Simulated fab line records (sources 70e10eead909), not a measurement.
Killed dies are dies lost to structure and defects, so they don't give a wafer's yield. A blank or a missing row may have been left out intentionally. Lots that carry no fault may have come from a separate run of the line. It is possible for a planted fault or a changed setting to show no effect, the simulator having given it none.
fab line records | flow nandHarc
record: lots: 12 | wafers: 36 | lastDay: 33
route steps=1302 shown A_SLIT@936 A_WL_FILL@953 END@1302
lots untouched by any fault: they come from a run of this same line in which no faults occurred
startH: hours from the record's first day to the start of the lot's first wafer shown | waitH: hours elapsed since this lot's preceding step | " as in the row above | L1.1+2: a row that stands for several wafers | - no value, or no start given | * or withheld: withheld | < > ~ a bound
route shown NAME@n: names a module that has steps shown in the file, with the first one's number in the route | usual: the fault-free wafers' mean and standard deviation | same: alike in all rows | chamber/n: place in a boat | sites: per-site readings | _std_site: the values' standard deviation | _edge_site: the outer-site mean with the inner-site mean subtracted | radiusMm: for every site, how far away it sits from the centre of the wafer | mask NAME#n: copy n | behind: the tool/chamber that last shaped the wafer | hold: cause of the lot's hold/its duration in hours/its outcome | device: whichever transistor did not switch (one of n, p or np) | end of line: the same wafers' tests at the end of the route | a step without rows: its recipe alone | killed: count of dies lost to structure and defects at first sort (not the wafer's yield) | map: per-die view of a wafer (x killed, . not killed, _ where there is no die)
set.NAME: the setting that was run; set.NAME@STEP: the one run at that earlier step | model.NAME: the simulator's own value behind a step, which no gauge read
route steps across a sampled set of lots; one table per step, one row per wafer
services: the hour from which a tool's chamber was out of use, counted from the record's first day as startH (under 0 if before that day), plus the number of hours and why
== steps ==
step: NHARC_A_SLIT_DESCUM_14
recipe: timeS: 3 | o2FlowSccm: 200 | arFlowSccm: 0 | biasPowerW: 0 | chemistry: O2
usual: drypumpMotorCurrentA: 5.8/0.36 | mfcArSccm: 0.002/0.0046 | oesProductAu: 1.005/0.012 | rfVppV: 57.5/0.95 | showerheadPlenumPTorr: 1.88/0.076 | throttleValvePct: 11.311/0.0086
lot.wafer | tool       | chamber | startH | waitH | drypumpMotorCurrentA | mfcArSccm | oesProductAu | rfHoursCounterH | rfVppV | showerheadPlenumPTorr | throttleValvePct
L922.2    | rieDiel-12 | 0       | 454.79 | 0.1   | 5.9                  | 0         | 0.999        | 0               | 56.4   | 1.83                  | 11.299
L922.1    | "          | 2       | "      | "     | 5.6                  | 0         | 0.984        | 0               | 58.4   | 1.80                  | 11.319
L922.4    | "          | 3       | "      | "     | 6.2                  | 0         | 1.022        | 0               | 59.6   | 1.80                  | 11.288
L926.2    | rieDiel-12 | 1       | 483.91 | 0.1   | 5.9                  | 0.006     | 0.991        | 1.4             | 58.3   | 1.95                  | 11.308
L926.3    | "          | 3       | "      | "     | 6.2                  | 0         | 1.012        | 1.9             | 57.1   | 1.80                  | 11.304
L926.4    | "          | 3       | "      | "     | 6.2                  | 0         | 1.018        | -               | 56.6   | 1.80                  | 11.328
L933.1    | rieDiel-06 | 3       | 549.16 | 0.1   | 5.6                  | 0.002     | 0.983        | 3.1             | 57.2   | 1.88                  | 11.323
L933.3    | "          | 1       | "      | "     | 6.1                  | 0         | 1.021        | 3.2             | 57.6   | 1.78                  | 11.306
L933.6    | "          | 1       | "      | "     | 6.2                  | 0         | 1.025        | -               | 55.9   | 1.78                  | 11.314
L932.2    | rieDiel-12 | 2       | 549.85 | 0.1   | 5.6                  | 0         | 0.980        | 4.5             | 56.9   | 1.80                  | 11.310
L932.3    | "          | 3       | "      | "     | 6.2                  | 0         | 1.012        | 7.5             | 57.5   | 1.80                  | 11.296
L932.6    | "          | 0       | "      | "     | 5.9                  | 0         | 1.002        | -               | 56.8   | 1.83                  | 11.329
L937.3    | rieDiel-12 | 0       | 593.58 | 0.1   | 5.9                  | 0         | 1.016        | 9.3             | 55.9   | 1.83                  | 11.316
L937.5    | "          | 1       | "      | "     | 5.9                  | 0.006     | 0.990        | -               | 57.6   | 1.95                  | 11.316
L937.6    | "          | 2       | "      | "     | 5.6                  | 0         | 0.984        | -               | 56.5   | 1.80                  | 11.312
L939.3    | rieDiel-08 | 0       | 621.97 | 0.1   | 5.1                  | 0.005     | 0.996        | 6.3             | 57.1   | 1.97                  | 11.312
L939.2    | "          | 1       | "      | "     | 5.4                  | 0         | 1.005        | 3.4             | 56.1   | 1.83                  | 11.297
L939.6    | "          | 3       | "      | "     | 5.5                  | 0         | 0.997        | -               | 58.9   | 1.85                  | 11.311
L938.1    | rieDiel-06 | 2       | 622.22 | 0.1   | 6.1                  | 0.019     | 1.029        | 5.8             | 57.2   | 1.99                  | 11.311
L938.2    | "          | 3       | "      | "     | 5.6                  | 0.002     | 1.002        | 6.0             | 56.8   | 1.88                  | 11.320
L938.3    | "          | 0       | "      | "     | 6.6                  | 0         | 1.001        | 4.6             | 57.6   | 2.05                  | 11.316
L941.2    | rieDiel-06 | 2       | 639.03 | 0.1   | 6.0                  | 0.019     | 1.034        | 7.1             | 57.6   | 1.99                  | 11.320
L941.3    | "          | 1       | "      | "     | 6.2                  | 0         | 1.014        | 7.7             | 57.2   | 1.78                  | 11.314
L941.5    | "          | 2       | "      | "     | 6.1                  | 0.019     | 1.038        | -               | 58.8   | 1.99                  | 11.332
L940.4    | rieDiel-12 | 3       | 643.16 | 0.1   | 6.2                  | 0         | 1.021        | 0.0             | 57.1   | 1.80                  | 11.306
L940.3    | "          | 0       | "      | "     | 5.9                  | 0         | 1.015        | 0.0             | 57.6   | 1.83                  | 11.311
L940.5    | "          | 2       | "      | "     | 5.6                  | 0         | 1.001        | -               | 56.7   | 1.80                  | 11.308
L942.3    | rieDiel-08 | 0       | 656.59 | 0.1   | 5.2                  | 0.005     | 1.006        | 7.3             | 57.7   | 1.96                  | 11.294
L942.1    | "          | 1       | "      | "     | 5.4                  | 0         | 1.001        | 5.0             | 58.5   | 1.83                  | 11.304
L942.4    | "          | 3       | "      | "     | 5.4                  | 0         | 0.994        | 7.9             | 56.7   | 1.85                  | 11.312
L944.3    | rieDiel-08 | 2       | 665.59 | 0.1   | 5.9                  | 0         | 0.994        | 7.8             | 58.2   | 1.94                  | 11.299
L944.1    | "          | 0       | "      | "     | 5.1                  | 0.005     | 1.002        | 9.1             | 58.5   | 1.96                  | 11.307
L944.5    | "          | 2       | "      | "     | 5.8                  | 0         | 0.996        | -               | 57.1   | 1.94                  | 11.318
L945.2    | rieDiel-08 | 0       | 682.47 | 0.1   | 5.2                  | 0.005     | 0.991        | 10.5            | 58.7   | 1.96                  | 11.316
L945.3    | "          | 1       | "      | "     | 5.4                  | 0         | 1.004        | 7.1             | 56.4   | 1.83                  | 11.314
L945.4    | "          | 0       | "      | "     | 5.1                  | 0.005     | 0.998        | -               | 57.1   | 1.96                  | 11.308
step: NHARC_A_WL_FILL_RTA_01
recipe: tempC: 1000 | timeS: 5
usual: lampPowerPct: 30.4/2.9 | wafer_temp_C_max: 1004.1/0.92
lot.wafer | tool         | chamber | startH | waitH | lampPowerPct | wafer_temp_C_max
L922.1    | rtpAnneal-02 | 0       | 468.04 | -     | 27.9         | 1003.2
L922.2    | "            | 0       | "      | "     | 27.9         | 1003.7
L922.4    | "            | 0       | "      | "     | 27.9         | 1002.7
L926.2    | rtpAnneal-01 | 0       | 497.38 | -     | 33.8         | 1004.9
L926.3    | "            | 0       | "      | "     | 33.8         | 1004.1
L926.4    | "            | 0       | "      | "     | 33.9         | 1003.6
L933.1    | rtpAnneal-02 | 0       | 562.59 | -     | 27.9         | 1004.3
L933.3    | "            | 0       | "      | "     | 27.8         | 1003.3
L933.6    | "            | 0       | "      | "     | 27.8         | 1003.7
L932.2    | rtpAnneal-01 | 0       | 562.73 | -     | 33.8         | 1004.7
L932.3    | "            | 0       | "      | "     | 33.8         | 1005.4
L932.6    | "            | 0       | "      | "     | 33.8         | 1003.7
L937.3    | rtpAnneal-02 | 0       | 607.37 | -     | 27.9         | 1003.8
L937.5    | "            | 0       | "      | "     | 27.9         | 1002.6
L937.6    | "            | 0       | "      | "     | 27.9         | 1003.9
L938.1    | rtpAnneal-02 | 0       | 635.18 | -     | 27.9         | 1003.6
L938.2    | "            | 0       | "      | "     | 27.9         | 1004.1
L938.3    | "            | 0       | "      | "     | 27.9         | 1004.3
L939.2    | rtpAnneal-01 | 0       | 635.19 | -     | 33.8         | 1003.8
L939.3    | "            | 0       | "      | "     | 33.8         | 1005.3
L939.6    | "            | 0       | "      | "     | 33.9         | 1005.8
L941.2    | rtpAnneal-02 | 0       | 652.44 | -     | 27.9         | 1004.3
L941.3    | "            | 0       | "      | "     | 27.9         | 1004.4
L941.5    | "            | 0       | "      | "     | 27.9         | 1003.8
L940.3    | rtpAnneal-01 | 0       | 656.50 | -     | 33.9         | 1003.1
L940.4    | "            | 0       | "      | "     | 33.8         | 1005.5
L940.5    | "            | 0       | "      | "     | 33.8         | 1004.1
L942.1    | rtpAnneal-02 | 0       | 673.36 | -     | 27.8         | 1004.8
L942.3    | "            | 0       | "      | "     | 27.9         | 1004.3
L942.4    | "            | 0       | "      | "     | 27.9         | 1002.9
L944.1    | rtpAnneal-02 | 0       | 681.97 | -     | 27.9         | 1003.9
L944.3    | "            | 0       | "      | "     | 27.9         | 1002.9
L944.5    | "            | 0       | "      | "     | 27.9         | 1004.7
L945.2    | rtpAnneal-02 | 0       | 696.03 | -     | 27.9         | 1005.5
L945.3    | "            | 0       | "      | "     | 27.9         | 1004.1
L945.4    | "            | 0       | "      | "     | 27.8         | 1005.1
step: NHARC_A_WL_FILL_ETCHBACK_17
recipe: targetDepthA: 40 | timeS: 26.7 | chemistry: Cl2/BCl3
usual: drypumpMotorCurrentA: 5.5/0.57 | oesProductAu: 1.009/0.014 | runLengthS: 48.1/0.35
lot.wafer | tool        | chamber | startH | waitH | drypumpMotorCurrentA | oesProductAu | rfHoursCounterH | runLengthS
L922.2    | rieMetal-02 | 0       | 479.44 | -     | 6.7                  | 1.026        | 0.3             | 48.0
L922.1    | "           | 1       | "      | "     | 6.1                  | 1.031        | 0.3             | 48.7
L922.4    | "           | 0       | "      | "     | 6.7                  | 1.026        | -               | 47.6
L926.2    | rieMetal-01 | 0       | 509.10 | -     | 4.9                  | 1.013        | 2.7             | 48.1
L926.4    | "           | 1       | "      | "     | 6.1                  | 1.026        | -               | 47.7
L926.3    | "           | 0       | "      | "     | 5.0                  | 1.004        | -               | 48.3
L933.1    | rieMetal-03 | 1       | 574.21 | -     | 5.4                  | 0.992        | 0.8             | 48.0
L933.3    | "           | 0       | "      | "     | 5.0                  | 1.013        | -               | 48.3
L933.6    | "           | 1       | "      | "     | 5.4                  | 0.997        | -               | 47.9
L932.2    | rieMetal-01 | 1       | 574.29 | -     | 6.0                  | 1.030        | 2.5             | 42.5
L932.3    | "           | 1       | "      | "     | 6.0                  | 1.039        | -               | 42.0
L932.6    | "           | 1       | "      | "     | 6.0                  | 1.039        | -               | 42.1
L937.3    | rieMetal-03 | 0       | 619.04 | -     | 5.0                  | 1.026        | -               | 47.8
L937.5    | "           | 1       | "      | "     | 5.4                  | 0.988        | -               | 48.5
L937.6    | "           | 0       | "      | "     | 5.0                  | 1.014        | -               | 47.8
L938.1    | rieMetal-02 | 0       | 646.69 | -     | 6.7                  | 1.004        | 0               | 48.2
L938.2    | "           | 1       | "      | "     | 6.1                  | 1.028        | 0               | 48.3
L938.3    | "           | 0       | "      | "     | 6.7                  | 1.005        | -               | 47.6
L939.2    | rieMetal-03 | 1       | 646.82 | -     | 5.4                  | 0.981        | 2.1             | 47.9
L939.3    | "           | 0       | "      | "     | 5.0                  | 1.018        | -               | 48.2
L939.6    | "           | 0       | "      | "     | 5.0                  | 1.017        | -               | 48.1
L941.2    | rieMetal-02 | 1       | 664.04 | -     | 6.1                  | 1.023        | 0.3             | 47.9
L941.3    | "           | 1       | "      | "     | 6.1                  | 1.006        | -               | 47.9
L941.5    | "           | 1       | "      | "     | 6.1                  | 1.011        | -               | 48.2
L940.3    | rieMetal-03 | 1       | 668.10 | -     | 5.4                  | 0.988        | -               | 48.0
L940.4    | "           | 0       | "      | "     | 4.9                  | 1.027        | -               | 47.9
L940.5    | "           | 1       | "      | "     | 5.4                  | 1.008        | -               | 48.2
L942.1    | rieMetal-01 | 0       | 684.31 | -     | 4.9                  | 1.006        | 1.9             | 48.1
L942.3    | "           | 0       | "      | "     | 5.0                  | 1.011        | -               | 48.5
L942.4    | "           | 1       | "      | "     | 6.0                  | 1.013        | -               | 47.5
L944.1    | rieMetal-01 | 0       | 696.88 | -     | 5.0                  | 1.011        | 2.0             | 48.5
L944.3    | "           | 1       | "      | "     | 6.1                  | 1.016        | -               | 47.4
L944.5    | "           | 1       | "      | "     | 6.1                  | 1.017        | -               | 47.1
L945.2    | rieMetal-01 | 1       | 709.88 | -     | 6.0                  | 1.001        | 2.0             | 47.3
L945.3    | "           | 0       | "      | "     | 5.0                  | 1.001        | -               | 48.4
L945.4    | "           | 1       | "      | "     | 6.0                  | 1.015        | -               | 47.5
step: NHARC_A_WL_FILL_CMP_12
recipe: tOverpolishS: 30 | targetThkNm: 100
usual: motorCurrentA: 11.7/1.2 | overpolishRunS: 29.998/0.0091 | timeToEndpointS: 20/3.7
lot.wafer | tool   | chamber | startH | waitH | motorCurrentA | overpolishRunS | timeToEndpointS
L922.4    | cmp-02 | 0       | 485.31 | 0.1   | 10.9          | 30.000         | 17
L922.1    | "      | 1       | "      | "     | 14.6          | 30.009         | 20
L922.2    | "      | 2       | "      | "     | 10.8          | 29.983         | 24
L926.3    | cmp-02 | 1       | 515.08 | 0.1   | 13.3          | 30.008         | 21
L926.2    | "      | 2       | "      | "     | 10.9          | 29.998         | 25
L926.4    | "      | 0       | "      | "     | 9.6           | 30.009         | 17
L933.3    | cmp-04 | 3       | 580.11 | 0.1   | 12.6          | 30.000         | 17
L933.1    | "      | 0       | "      | "     | 11.7          | 30.003         | 18
L933.6    | "      | 3       | "      | "     | 12.3          | 30.006         | 19
L932.2    | cmp-03 | 2       | 580.11 | 0.2   | 12.5          | 30.006         | 14
L932.3    | "      | 3       | "      | "     | 10.3          | 29.992         | 20
L932.6    | "      | 1       | "      | "     | 12.0          | 29.997         | 23
L937.3    | cmp-03 | 1       | 624.89 | 0.1   | 11.4          | 30.003         | 26
L937.6    | "      | 3       | "      | "     | 10.1          | 29.983         | 23
L937.5    | "      | 0       | "      | "     | 11.4          | 29.991         | 25
L938.3    | cmp-04 | 3       | 652.58 | 0.1   | 11.6          | 29.983         | 17
L938.2    | "      | 0       | "      | "     | 11.5          | 29.993         | 16
L938.1    | "      | 1       | "      | "     | 13.2          | 29.985         | 17
L939.2    | cmp-02 | 3       | 652.60 | 0.2   | 11.4          | 29.981         | 18
L939.3    | "      | 1       | "      | "     | 13.9          | 29.984         | 19
L939.6    | "      | 2       | "      | "     | 11.4          | 29.981         | 23
L941.3    | cmp-03 | 0       | 669.82 | 0.1   | 11.3          | 29.998         | 23
L941.2    | "      | 3       | "      | "     | 10.5          | 30.007         | 21
L941.5    | "      | 0       | "      | "     | 10.8          | 29.993         | 24
L940.4    | cmp-02 | 1       | 673.98 | 0.1   | 14.0          | 29.993         | 21
L940.3    | "      | 3       | "      | "     | 10.7          | 30.012         | 18
L940.5    | "      | 1       | "      | "     | 13.9          | 29.995         | 23
L942.1    | cmp-04 | 1       | 689.40 | 0.2   | 13.3          | 29.982         | 15
L942.3    | "      | 2       | "      | "     | 13.6          | 30.009         | 20
L942.4    | "      | 3       | "      | "     | 11.6          | 29.991         | 17
L944.1    | cmp-03 | 0       | 702.79 | 0.2   | 11.1          | 29.989         | 23
L944.3    | "      | 1       | "      | "     | 11.8          | 29.985         | 26
L944.5    | "      | 2       | "      | "     | 12.3          | 30.014         | 16
L945.3    | cmp-02 | 1       | 715.75 | 0.1   | 14.4          | 29.979         | 22
L945.2    | "      | 2       | "      | "     | 10.6          | 29.988         | 25
L945.4    | "      | 3       | "      | "     | 11.4          | 30.009         | 22
step: NHARC_END_SORT_01
recipe: tempC: 25
usual: killedAtArray: 55/22 | killedAtOther: 0.9/1.2 | killedAtPeriphery: 3.6/2.3 | killedDies: 60/22 | killedOpen: 3.2/1.9 | killedShort: 2.5/1.6
same: grossDies: 677
lot.wafer | tool      | chamber | startH | waitH | killedAtArray | killedAtOther | killedAtPeriphery | killedDies | killedOpen | killedShort
L932.3    | prober-02 | 0       | 657.25 | 3.1   | 65            | 1             | 11                | 77         | 2          | 1
killed by level:class
L932.3 A_CHANNEL_HOLE_D1:chamberFilmFlake=32 A_SLIT:chamberFilmFlake=20 A_CHANNEL_HOLE_D2:chamberFilmFlake=6 P_M0:chamberFilmFlake=4 P_STI:chamberFilmFlake=3 P_GATE:chamberFilmFlake=3 A_STAIRCASE:chamberFilmFlake=3 P_M0:geometricParticle:open=1
== services ==
tool        | chamber | startH | hours | kind
cmp-02      | -       | 435.78 | 0.6   | repair
rieDiel-12  | -       | 445.40 | 9.0   | pm
cmp-03      | -       | 456.14 | 4.0   | pm
cmp-02      | -       | 471.82 | 0.6   | repair
rieDiel-12  | 2       | 480.76 | 34.4  | repair
cmp-03      | -       | 482.86 | 2.9   | repair
cmp-02      | -       | 497.07 | 1.1   | repair
rieDiel-12  | 3       | 512.03 | 5.4   | repair
rieDiel-08  | 1       | 515.01 | 1.2   | repair
rieMetal-03 | -       | 519.18 | 9.0   | pm
cmp-02      | -       | 526.50 | 4.0   | pm
rieMetal-01 | 1       | 540.75 | 14.5  | repair
rieDiel-08  | -       | 545.27 | 9.0   | pm
cmp-02      | -       | 550.25 | 0.6   | repair
cmp-03      | -       | 554.14 | 4.0   | pm
rieMetal-01 | -       | 575.00 | 9.0   | pm
rieMetal-03 | -       | 575.05 | 2.2   | repair
cmp-02      | -       | 578.27 | 49.2  | repair
rieDiel-08  | 1       | 601.31 | 15.1  | repair
cmp-03      | -       | 612.83 | 3.1   | repair
rieDiel-12  | -       | 622.40 | 9.0   | pm
rieDiel-08  | 0       | 635.84 | 4.7   | repair
rieMetal-03 | -       | 648.48 | 0.2   | repair
cmp-02      | -       | 688.80 | 0.6   | repair
== key ==
firstSign: step: NHARC_A_WL_FILL_ETCHBACK_17 | reading: runLengthS | direction: down | sigmas: 17 | usual: * | struck: *
effect none on later readings
metAt NHARC_A_WL_FILL_ETCHBACK_17
struckLots L932
struckWafers L932.2,L932.3,L932.6
testerLeftOut L932
notActingAt NHARC_A_SLIT_DESCUM_14,NHARC_A_WL_FILL_RTA_01,NHARC_A_WL_FILL_CMP_12
onsetBetween 509.10 574.29
fault: kind: processParameterDrift | tool: rieMetal-01 | chamber: 1 | onsetH: 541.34 | steps: NHARC_A_WL_FILL_ETCHBACK_17 | channel: timeS | offset: * | shape: step | endH: 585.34 | actsIn: * | stated: *
testerLeftOut: of these lots the tester's yield and bins aren't shown, on N5 and GAA mostly nor the transistor test; their killed dies are dies lost to structure and defects alone, not to doping, threshold or leakage, so they don't give the yield
